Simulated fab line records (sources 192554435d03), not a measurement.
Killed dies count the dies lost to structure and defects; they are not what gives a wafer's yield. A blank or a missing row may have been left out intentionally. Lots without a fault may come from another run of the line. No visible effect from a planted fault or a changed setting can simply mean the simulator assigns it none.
Which tool is to blame? -- flow n5Finfet -- 24 lots with 72 wafers sampled at 6 steps, on a route of 1938 steps

WHAT THE GAUGES READ, wafer by wafer
N5_BEOL_M5_INSPECT_13: inspects for defects (brightfield).
lot,measured,on,rawDefectCount
L074,day 7 23:12,defectInspect-02,460 481 513
L075,day 8 15:48,defectInspect-02,344 358 620
L077,day 8 17:50,defectInspect-02,453 417 297
L076,day 8 21:10,defectInspect-01,469 400 400
L078,day 9 01:01,defectInspect-02,537 716 446
L079,day 9 02:50,defectInspect-01,311 503 287
L080,day 9 16:41,defectInspect-02,335 344 252
L081,day 10 01:55,defectInspect-01,472 356 479
L082,day 10 05:13,defectInspect-02,450 547 458
L083,day 10 09:11,defectInspect-01,361 269 364
L085,day 11 00:38,defectInspect-01,307 322 413
L084,day 11 07:09,defectInspect-01,275 435 490
L086,day 11 09:23,defectInspect-01,222 519 314
L088,day 11 12:22,defectInspect-01,425 432 414
L087,day 11 23:08,defectInspect-01,532 478 604
L089,day 12 01:01,defectInspect-01,484 445 486
L090,day 12 04:34,defectInspect-01,462 362 373
L091,day 12 04:36,defectInspect-01,346 458 347
L093,day 12 15:31,defectInspect-02,546 595 549
L092,day 12 22:14,defectInspect-01,203 393 297
L094,day 13 12:43,defectInspect-02,386 374 354
L095,day 13 14:56,defectInspect-02,807 598 543
L096,day 13 22:27,defectInspect-01,290 291 379
L097,day 14 05:58,defectInspect-02,370 385 387

N5_BEOL_M6_CD_MEAS_18: pitch 80 nm, target cd 40 nm.
lot,measured,on,cdNm (nm)
L074,day 8 12:28,cdSem-01,40.7 40.3 40.0
L075,day 9 06:16,cdSem-03,40.0 39.5 40.3
L077,day 9 06:25,cdSem-01,39.7 40.1 40.3
L076,day 9 10:21,cdSem-03,41.0 40.8 40.5
L078,day 9 13:54,cdSem-01,39.4 39.0 38.9
L079,day 9 14:04,cdSem-03,38.9 39.7 40.3
L080,day 10 03:32,cdSem-01,40.6 40.0 40.4
L081,day 10 13:23,cdSem-03,39.8 39.9 39.8
L082,day 10 17:08,cdSem-03,40.2 40.6 39.7
L083,day 10 21:10,cdSem-01,40.2 40.8 40.6
L085,day 11 12:29,cdSem-01,39.4 40.3 40.0
L084,day 11 22:07,cdSem-01,39.7 39.8 39.6
L086,day 11 22:26,cdSem-02,40.1 40.1 40.1
L088,day 12 02:07,cdSem-01,40.7 40.0 40.2
L087,day 12 11:35,cdSem-02,40.9 40.4 40.4
L089,day 12 12:41,cdSem-01,39.6 39.1 39.4
L090,day 12 16:03,cdSem-02,40.7 41.1 40.9
L091,day 12 19:58,cdSem-01,39.8 39.4 39.8
L093,day 13 05:32,cdSem-03,39.7 40.4 40.1
L092,day 13 09:41,cdSem-03,39.6 39.7 39.4
L094,day 14 01:11,cdSem-01,40.2 40.1 40.3
L095,day 14 06:35,cdSem-02,39.9 39.9 40.1
L096,day 14 09:39,cdSem-01,39.8 40.3 39.5
L097,day 14 19:08,cdSem-03,39.8 38.9 39.8

WHAT TOOL EACH LOT RAN ON (gives the tool, then ch and the chambers of the sampled wafers, and finally the start)
lot,N5_BEOL_M5_STRIP_36,N5_BEOL_M5_TRENCH_ETCH_37,N5_BEOL_M5_SURFACE_TREAT_87,N5_BEOL_M5_SPUTTER_90
L074,"rieDiel-02 ch 0,2,3, day 8 00:29","rieDiel-02 ch 0,2,3, day 8 01:58 or earlier","pvdSputter-02, day 8 01:58","pvdSputter-01, day 8 08:01"
L075,"rieDiel-03 ch 0,1, day 8 17:32","rieDiel-03 ch 0,1, day 8 19:51 or earlier","pvdSputter-01, day 8 19:51","pvdSputter-03, day 9 00:28"
L077,"rieDiel-02 ch 0,1,3, day 8 19:42","rieDiel-02 ch 0,1,3, day 8 21:21 or earlier","pvdSputter-02, day 8 21:21","pvdSputter-02, day 9 02:00"
L076,"rieDiel-03 ch 1,2,3, day 9 00:32","rieDiel-03 ch 1,2,3, day 9 02:13 or earlier","pvdSputter-02, day 9 02:13","pvdSputter-02, day 9 06:49"
L078,"rieDiel-01 ch 0,1, day 9 04:48","rieDiel-01 ch 0,1, day 9 06:15 or earlier","pvdSputter-03, day 9 06:15","pvdSputter-01, day 9 10:51"
L079,"rieDiel-02 ch 0,3, day 9 04:52","rieDiel-02 ch 0,3, day 9 06:17 or earlier","pvdSputter-03, day 9 06:17","pvdSputter-03, day 9 11:13"
L080,"rieDiel-01 ch 0,1,3, day 9 17:49","rieDiel-01 ch 0,1,3, day 9 18:56 or earlier","pvdSputter-03, day 9 18:56","pvdSputter-03, day 9 23:29"
L081,"rieDiel-03 ch 0,3, day 10 03:14","rieDiel-03 ch 0,3, day 10 05:31 or earlier","pvdSputter-01, day 10 05:31","pvdSputter-02, day 10 10:05"
L082,"rieDiel-01 ch 0,3, day 10 07:38","rieDiel-01 ch 0,3, day 10 08:47 or earlier","pvdSputter-03, day 10 08:47","pvdSputter-03, day 10 13:26"
L083,"rieDiel-02 ch 0,2,3, day 10 11:46","rieDiel-02 ch 0,2,3, day 10 13:05 or earlier","pvdSputter-02, day 10 13:05","pvdSputter-03, day 10 17:52"
L085,"rieDiel-02 ch 1,2,3, day 11 02:22","rieDiel-02 ch 1,2,3, day 11 04:29 or earlier","pvdSputter-01, day 11 04:29","pvdSputter-01, day 11 09:05"
L084,"rieDiel-01 ch 0,1,3, day 11 10:29","rieDiel-01 ch 0,1,3, day 11 11:46 or earlier","pvdSputter-02, day 11 11:46","pvdSputter-02, day 11 16:27"
L086,"rieDiel-03 ch 1,2, day 11 10:52","rieDiel-03 ch 1,2, day 11 12:22 or earlier","pvdSputter-03, day 11 12:22","pvdSputter-01, day 11 17:13"
L088,"rieDiel-02 ch 0,1,3, day 11 15:13","rieDiel-02 ch 0,1,3, day 11 16:52 or earlier","pvdSputter-03, day 11 16:52","pvdSputter-02, day 11 21:28"
L087,"rieDiel-02 ch 0,1,2, day 12 00:26","rieDiel-02 ch 0,1,2, day 12 01:32 or earlier","pvdSputter-03, day 12 01:32","pvdSputter-02, day 12 06:11"
L089,"rieDiel-03 ch 0,2,3, day 12 02:18","rieDiel-03 ch 0,2,3, day 12 04:15 or earlier","pvdSputter-01, day 12 04:15","pvdSputter-01, day 12 08:58"
L090,"rieDiel-01 ch 0,1,2, day 12 06:19","rieDiel-01 ch 0,1,2, day 12 07:35 or earlier","pvdSputter-02, day 12 07:35","pvdSputter-02, day 12 12:13"
L091,"rieDiel-02 ch 0,1, day 12 06:37","rieDiel-02 ch 0,1, day 12 07:50 or earlier","pvdSputter-02, day 12 07:50","pvdSputter-01, day 12 13:29"
L093,"rieDiel-03 ch 1,2,3, day 12 17:57","rieDiel-03 ch 1,2,3, day 12 19:28 or earlier","pvdSputter-02, day 12 19:28","pvdSputter-03, day 13 00:02"
L092,"rieDiel-03 ch 1,3, day 12 23:52","rieDiel-03 ch 1,3, day 13 01:02 or earlier","pvdSputter-01, day 13 01:02","pvdSputter-02, day 13 05:38"
L094,"rieDiel-03 ch 0,2,3, day 13 14:37","rieDiel-03 ch 0,2,3, day 13 15:53 or earlier","pvdSputter-02, day 13 15:53","pvdSputter-02, day 13 20:29"
L095,"rieDiel-03 ch 1,2,3, day 13 19:04","rieDiel-03 ch 1,2,3, day 13 20:32 or earlier","pvdSputter-03, day 13 20:32","pvdSputter-02, day 14 01:10"
L096,"rieDiel-03 ch 0,1, day 13 23:44","rieDiel-03 ch 0,1, day 14 01:00 or earlier","pvdSputter-01, day 14 01:00","pvdSputter-02, day 14 05:35"
L097,"rieDiel-03 ch 2,3, day 14 08:31","rieDiel-03 ch 2,3, day 14 09:38 or earlier","pvdSputter-03, day 14 09:38","pvdSputter-03, day 14 14:14"
- N5_BEOL_M5_STRIP_36: strips in N2/H2.
- N5_BEOL_M5_TRENCH_ETCH_37: etches SiCOH lowk in C4F6/O2, target depth 71.652 nm, time 24.7 s.
- N5_BEOL_M5_SURFACE_TREAT_87
- N5_BEOL_M5_SPUTTER_90: material Cu, target thk 4.5 nm, time 8.29 s.

WHAT THE TOOLS THEMSELVES READ (means of the sampled wafers that have a number; where no wafer has one, the mark that the record gives instead)
N5_BEOL_M5_STRIP_36.
lot,tool,drypumpMotorCurrentA (A),h2FlowSccm (sccm),oesProductAu (a.u.),rfVppV (V),showerheadPlenumPTorr (Torr),throttleValvePct (%)
L074,rieDiel-02,5.4,199.8,0.76,58.6,2.58,23.53
L075,rieDiel-03,6.3,200.3,0.80,59.0,2.58,23.41
L077,rieDiel-02,5.6,200.4,0.71,60.0,2.59,23.65
L076,rieDiel-03,6.3,200.3,0.83,60.8,2.64,23.53
L078,rieDiel-01,5.8,199.8,0.82,60.6,2.64,23.61
L079,rieDiel-02,5.3,200.5,0.71,58.8,2.62,23.51
L080,rieDiel-01,5.7,199.6,0.84,59.8,2.60,23.56
L081,rieDiel-03,5.7,199.9,0.90,59.2,2.52,23.22
L082,rieDiel-01,5.7,200.0,0.84,59.3,2.65,23.57
L083,rieDiel-02,5.3,200.6,0.74,58.6,2.57,23.56
L085,rieDiel-02,5.3,199.8,0.82,61.4,2.51,23.59
L084,rieDiel-01,5.7,199.4,0.81,59.8,2.59,23.58
L086,rieDiel-03,6.5,200.3,0.79,58.8,2.67,23.55
L088,rieDiel-02,5.6,199.5,0.79,60.2,2.58,23.56
L087,rieDiel-02,5.7,199.9,0.82,59.4,2.53,23.58
L089,rieDiel-03,5.9,200.3,0.87,60.3,2.59,23.39
L090,rieDiel-01,5.4,200.3,0.79,59.3,2.55,23.47
L091,rieDiel-02,6.0,200.4,0.80,60.1,2.59,23.53
L093,rieDiel-03,6.3,200.3,0.80,60.3,2.63,23.57
L092,rieDiel-03,6.0,200.4,0.80,59.5,2.58,23.56
L094,rieDiel-03,5.9,200.1,0.85,58.5,2.58,23.41
L095,rieDiel-03,6.3,200.3,0.78,60.1,2.62,23.59
L096,rieDiel-03,6.0,200.3,0.81,58.3,2.52,23.28
L097,rieDiel-03,6.2,200.2,0.82,59.8,2.65,23.55

N5_BEOL_M5_TRENCH_ETCH_37.
lot,tool,drypumpMotorCurrentA (A),mfcArSccm (sccm),oesProductAu (a.u.),rfVppV (V),showerheadPlenumPTorr (Torr),throttleValvePct (%)
L074,rieDiel-02,5.4,300.1,0.75,665,2.88,20.83
L075,rieDiel-03,6.3,300.2,0.80,669,2.89,20.75
L077,rieDiel-02,5.6,299.1,0.71,667,2.89,20.99
L076,rieDiel-03,6.2,301.2,0.84,664,2.95,20.81
L078,rieDiel-01,5.8,299.4,0.82,669,2.96,20.98
L079,rieDiel-02,5.3,300.1,0.71,669,2.93,20.88
L080,rieDiel-01,5.7,299.7,0.82,672,2.92,20.92
L081,rieDiel-03,5.7,298.7,0.91,671,2.82,20.53
L082,rieDiel-01,5.7,300.7,0.85,672,2.97,21.00
L083,rieDiel-02,5.4,299.5,0.75,665,2.87,20.86
L085,rieDiel-02,5.3,299.2,0.82,665,2.83,21.04
L084,rieDiel-01,5.7,299.1,0.82,672,2.92,20.95
L086,rieDiel-03,6.5,301.1,0.79,662,2.97,20.82
L088,rieDiel-02,5.6,300.2,0.80,667,2.88,20.87
L087,rieDiel-02,5.7,300.6,0.82,664,2.83,20.85
L089,rieDiel-03,6.0,300.4,0.87,668,2.89,20.66
L090,rieDiel-01,5.4,299.7,0.79,667,2.86,20.86
L091,rieDiel-02,6.0,300.0,0.80,666,2.89,20.70
L093,rieDiel-03,6.3,299.3,0.80,665,2.93,20.86
L092,rieDiel-03,6.0,299.6,0.81,667,2.89,20.88
L094,rieDiel-03,5.9,300.2,0.85,667,2.88,20.68
L095,rieDiel-03,6.2,299.9,0.79,665,2.93,20.87
L096,rieDiel-03,6.0,298.9,0.81,670,2.82,20.62
L097,rieDiel-03,6.2,299.8,0.84,662,2.95,20.81

N5_BEOL_M5_SURFACE_TREAT_87.
lot,tool,arFlowSccm (sccm)
L074,pvdSputter-02,29.98
L075,pvdSputter-01,30.00
L077,pvdSputter-02,30.06
L076,pvdSputter-02,29.97
L078,pvdSputter-03,29.95
L079,pvdSputter-03,30.01
L080,pvdSputter-03,30.05
L081,pvdSputter-01,29.94
L082,pvdSputter-03,30.00
L083,pvdSputter-02,29.95
L085,pvdSputter-01,29.97
L084,pvdSputter-02,30.05
L086,pvdSputter-03,30.00
L088,pvdSputter-03,29.87
L087,pvdSputter-03,30.01
L089,pvdSputter-01,30.00
L090,pvdSputter-02,29.85
L091,pvdSputter-02,30.01
L093,pvdSputter-02,30.06
L092,pvdSputter-01,30.01
L094,pvdSputter-02,29.99
L095,pvdSputter-03,30.05
L096,pvdSputter-01,30.06
L097,pvdSputter-03,29.94

N5_BEOL_M5_SPUTTER_90.
lot,tool,chuckGasFlowSccm (sccm),throttleValvePct (%)
L074,pvdSputter-01,1.27,31.0
L075,pvdSputter-03,1.28,30.0
L077,pvdSputter-02,1.30,30.4
L076,pvdSputter-02,1.29,30.3
L078,pvdSputter-01,1.32,30.3
L079,pvdSputter-03,1.21,29.1
L080,pvdSputter-03,1.23,30.3
L081,pvdSputter-02,1.25,30.1
L082,pvdSputter-03,1.26,29.7
L083,pvdSputter-03,1.25,30.6
L085,pvdSputter-01,1.29,31.0
L084,pvdSputter-02,1.25,29.6
L086,pvdSputter-01,1.33,30.2
L088,pvdSputter-02,1.23,30.2
L087,pvdSputter-02,1.26,30.2
L089,pvdSputter-01,1.29,29.8
L090,pvdSputter-02,1.27,29.6
L091,pvdSputter-01,1.28,30.5
L093,pvdSputter-03,1.24,30.3
L092,pvdSputter-02,1.33,30.5
L094,pvdSputter-02,1.27,30.4
L095,pvdSputter-02,1.31,30.1
L096,pvdSputter-02,1.23,30.1
L097,pvdSputter-03,1.23,30.6

THE ANSWER, worked out from the rows above alone
Rule: the usual values come from the lots themselves. The widest of any qualifying gaps counts: lots, ordered by their means at a reading, are off when they make up no more than a third of the lots, leave a main group of 4 or more, and stand apart from it by 3 or more times the standard deviation of that group's means. If all means in a main group match to the digits the tables above print for the reading, that group is not used. Also off: a lot with no number at a reading for which 4 or more lots have one. The other lots that the step has rows for count as sound. The gauges are gone through in route order, then the tools' own readings, and for those a lot's mean is taken as printed above. At the first step where some lot is off, the reading lying furthest off is the one used; lots without a number count as furthest.
Nothing can be told from this: no lot is off at any reading shown.

WHAT HAD BEEN PUT IN BY THE SIMULATOR
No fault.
